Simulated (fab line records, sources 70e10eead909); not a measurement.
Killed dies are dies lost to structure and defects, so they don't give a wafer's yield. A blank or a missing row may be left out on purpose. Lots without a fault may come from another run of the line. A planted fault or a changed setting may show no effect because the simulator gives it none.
Problem report in the 8D (eight disciplines) form, filled by code | flow nand_harc | the parts of the form that need people (team, actions taken, sign-off) are left out

1. THE PROBLEM
raw_defect_count at NHARC_P_STI_INSPECT_11 reads a mean of 751.3 on 6 wafers of 2 lots; wafers without a fault read 5.6 with a standard deviation of 2.6. That is +99 or more standard deviations from the usual mean.
First seen on wafer L466.1, day 4 11:29, on defect_inspect-02. The record holds 39 wafers of 13 lots with a number at this step. Rule for "out", or "out of limits": more than 4 standard deviations from the usual mean. The other wafers with a number count as sound.

2. WHAT IT IS AND WHAT IT IS NOT
question                    | is                                   | is not
which readings at this step | raw_defect_count                     | -
which lots                  | L466, L467                           | L458, L459, L460, L463, L465, L468, L475, L476, L479, L480, L481
which wafers of those lots  | all that have a number               | -
read on which gauges        | defect_inspect-01, defect_inspect-02 | -
when                        | from day 4 11:29                     | up to then (15 sound wafers); but 18 sound wafers of L468, L475, L476, L479, L480, L481 came after

3. SUSPECTS, AND WHAT RULES EACH OUT
Counting: a tool at a process step up to the reading stays a suspect if it ran every lot that is out and no sound lot after the first of them.
- the gauge at NHARC_P_STI_INSPECT_11: ruled out. The wafers that are out were read on 2 gauges (defect_inspect-01, defect_inspect-02).
- rie_diel-04 at NHARC_P_ZERO_WELL_DESCUM_13 (chemistry O2, time 3 s): ruled out as a lasting fault. Sound lots L479 ran on it after its first lot that is out, L466 (day 3 13:17).
- furnace-05 at NHARC_P_STI_OXIDE_29 (material SiO2, target thk 10 nm, ox time 1362 s): ruled out as a lasting fault. Sound lots L479, L480, L481 ran on it after its first lot that is out, L466 (day 4 00:01).
Left after counting: nothing in the record.

4. THE CAUSE (what the simulator had put in)
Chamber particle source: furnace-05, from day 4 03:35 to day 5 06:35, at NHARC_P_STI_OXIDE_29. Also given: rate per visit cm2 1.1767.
Counting ruled it out, wrongly: the rule takes a fault to strike every lot that its tool runs from its start on, and this one did not.

5. THE CHAIN OF EFFECTS, in route order
Each row: a reading whose mean over the struck wafers that have a number lies more than 3 standard deviations from the usual. Only readings for which the record gives a usual standard deviation are gone through. hours: the time from each lot's start at the first step in this table that gives one to its start at this step, as a median over the lots. sigmas: the change in usual standard deviations.
hours | step                   | reading             | usual | on struck wafers | change | sigmas
0     | NHARC_P_STI_INSPECT_11 | raw_defect_count    | 5.6   | 751.3            | +745.7 | +99 or more
412   | NHARC_END_SORT_01      | killed_at_periphery | 3.4   | 443.0            | +439.6 | +99 or more
412   | NHARC_END_SORT_01      | killed_dies         | 29    | 455              | +426   | +43
Later measuring or inspecting steps at which every struck wafer that the step has a row for has a number for every such reading, and none has moved that far: NHARC_P_GATE_CD_MEAS_26.

6. WHAT WOULD HAVE CAUGHT IT SOONER
In this record the first reading out of limits at a measuring or inspecting step was taken at day 4 11:29, 8 hours after the fault began at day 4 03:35.
